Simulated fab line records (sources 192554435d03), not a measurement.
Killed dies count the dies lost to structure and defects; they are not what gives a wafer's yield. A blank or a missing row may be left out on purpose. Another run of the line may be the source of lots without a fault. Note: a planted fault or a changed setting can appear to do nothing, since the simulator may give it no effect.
Split-lot trial / flow n5_finfet / 21 wafers read across 7 lots, on a route 1938 steps long

== ABOUT THE SPLIT ==
At N5_BEOL_M6_ILD_DEP_00 (deposits SiCOH lowk from DEMS/porogen, target thk 179.75 nm, time 33.4 s), the setting time_s was moved away from the recipe's 33.4 s on 9 of the 21 wafers read, by -14.0% to +11.2%. This setting was run at the recipe's value on the other wafers.

== THE PATH FROM SPLIT TO READING: the file shows 1 step between them ==
- N5_BEOL_M6_CURE_74: cures SiCOH lowk, time 240 s

== THE READING ==
M6_ILD_THK at N5_BEOL_M6_THK_MEAS_01, in nm. Fault-free wafers of this fab line usually give 155.7 nm, standard deviation 2 nm.

wafer=L075.3; tool, chamber at the split=pecvd-04, 0; time_s as run, s=33.4; against the recipe=recipe; M6_ILD_THK, nm=152.6; against lot-mates on the recipe=-
wafer=L075.5; tool, chamber at the split=pecvd-04, 2; time_s as run, s=33.4; against the recipe=recipe; M6_ILD_THK, nm=158.2; against lot-mates on the recipe=-
wafer=L075.6; tool, chamber at the split=pecvd-04, 1; time_s as run, s=33.4; against the recipe=recipe; M6_ILD_THK, nm=159.3; against lot-mates on the recipe=-
wafer=L080.1; tool, chamber at the split=pecvd-04, 1; time_s as run, s=28.72; against the recipe=-14.0%; M6_ILD_THK, nm=134.7; against lot-mates on the recipe=-19.6
wafer=L080.2; tool, chamber at the split=pecvd-04, 0; time_s as run, s=33.4; against the recipe=recipe; M6_ILD_THK, nm=154.3; against lot-mates on the recipe=-
wafer=L080.4; tool, chamber at the split=pecvd-04, 1; time_s as run, s=28.72; against the recipe=-14.0%; M6_ILD_THK, nm=136.4; against lot-mates on the recipe=-17.9
wafer=L081.1; tool, chamber at the split=pecvd-01, 0; time_s as run, s=33.4; against the recipe=recipe; M6_ILD_THK, nm=153.8; against lot-mates on the recipe=-
wafer=L081.4; tool, chamber at the split=pecvd-01, 1; time_s as run, s=33.4; against the recipe=recipe; M6_ILD_THK, nm=153.2; against lot-mates on the recipe=-
wafer=L081.6; tool, chamber at the split=pecvd-01, 1; time_s as run, s=33.4; against the recipe=recipe; M6_ILD_THK, nm=155.5; against lot-mates on the recipe=-
wafer=L087.1; tool, chamber at the split=pecvd-01, 2; time_s as run, s=33.4; against the recipe=recipe; M6_ILD_THK, nm=153.7; against lot-mates on the recipe=-
wafer=L087.3; tool, chamber at the split=pecvd-01, 1; time_s as run, s=33.4; against the recipe=recipe; M6_ILD_THK, nm=153.2; against lot-mates on the recipe=-
wafer=L087.4; tool, chamber at the split=pecvd-01, 0; time_s as run, s=31.65; against the recipe=-5.2%; M6_ILD_THK, nm=147.6; against lot-mates on the recipe=-5.8
wafer=L089.2; tool, chamber at the split=pecvd-04, 2; time_s as run, s=36.25; against the recipe=+8.5%; M6_ILD_THK, nm=166.6; against lot-mates on the recipe=+14.4
wafer=L089.4; tool, chamber at the split=pecvd-04, 2; time_s as run, s=36.25; against the recipe=+8.5%; M6_ILD_THK, nm=169.7; against lot-mates on the recipe=+17.5
wafer=L089.5; tool, chamber at the split=pecvd-04, 0; time_s as run, s=33.4; against the recipe=recipe; M6_ILD_THK, nm=152.2; against lot-mates on the recipe=-
wafer=L090.1; tool, chamber at the split=pecvd-02, 2; time_s as run, s=34.92; against the recipe=+4.6%; M6_ILD_THK, nm=163.5; against lot-mates on the recipe=+5.3
wafer=L090.2; tool, chamber at the split=pecvd-02, 0; time_s as run, s=33.4; against the recipe=recipe; M6_ILD_THK, nm=158.2; against lot-mates on the recipe=-
wafer=L090.5; tool, chamber at the split=pecvd-02, 2; time_s as run, s=34.92; against the recipe=+4.6%; M6_ILD_THK, nm=164.5; against lot-mates on the recipe=+6.3
wafer=L094.1; tool, chamber at the split=pecvd-04, 0; time_s as run, s=37.13; against the recipe=+11.2%; M6_ILD_THK, nm=170.4; against lot-mates on the recipe=+15.4
wafer=L094.5; tool, chamber at the split=pecvd-04, 2; time_s as run, s=37.13; against the recipe=+11.2%; M6_ILD_THK, nm=173.9; against lot-mates on the recipe=+18.9
wafer=L094.6; tool, chamber at the split=pecvd-04, 0; time_s as run, s=33.4; against the recipe=recipe; M6_ILD_THK, nm=155.0; against lot-mates on the recipe=-

THE FIT
A straight line over all 21 wafers: M6_ILD_THK changes by +1.48 nm for each +1% of time_s; r = +0.98; the points scatter about the line by 2.1 nm.
The same after taking each lot's own level away (the mean of its wafers on the recipe; 21 wafers): +1.47 nm for each +1%; r = +0.98; scatter 1.9 nm.
The reading moves by 21 nm for the largest change in time_s, on that fit.
From 152.20 to 158.20 nm: that is the span of the lots' own levels, equal to 3.0 times the standard deviation above.
Hence the lot-to-lot level has little effect on the slope; both slopes agree.
Check: -20.1 nm against its lot-mates is what the line predicts for one of the wafers moved furthest among these (-14.0%) when that wafer is left out of the fit. It came out at -19.6 nm against them.

== OTHER SPLITS APPLIED TO THESE WAFERS ==
These wafers also went through other splits before the reading. Each is held against what the fit with the lots' levels taken away leaves over:
other split on the same wafers=N5_BEOL_M5_ETCH_72 source_w; wafers away from the commonest value=8; r with M6_ILD_THK (lot level and that fit taken away)=-0.17
other split on the same wafers=N5_BEOL_M5_COAT_65 spin_rpm; wafers away from the commonest value=4; r with M6_ILD_THK (lot level and that fit taken away)=+0.40

== THE WHOLE CHAIN: every reading that the file lists as answering this split, in the file's order ==
step=N5_BEOL_M6_ILD_DEP_00; what it does=deposits SiCOH lowk from DEMS/porogen, target thk 179.75 nm, time 33.4 s; reading=SiCOH_lowk_of_BEOL_M6_ILD_DEP_00.thk_nm (the simulator's own value, which no gauge read); change (the file's fit)=+1.68 nm for each +1% of the setting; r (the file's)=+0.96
step=N5_BEOL_M6_CURE_74; what it does=cures SiCOH lowk, time 240 s; reading=SiCOH_lowk_of_BEOL_M6_ILD_DEP_00.thk_nm (the simulator's own value, which no gauge read); change (the file's fit)=+1.47 nm for each +1% of the setting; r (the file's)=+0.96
step=N5_BEOL_M6_THK_MEAS_01; what it does=; reading=M6_ILD_THK; change (the file's fit)=+1.46 for each +1% of the setting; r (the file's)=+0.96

== THE FILE'S OWN FIT ==
M6_ILD_THK changes by +1.46 nm for each +1% of time_s, r = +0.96.
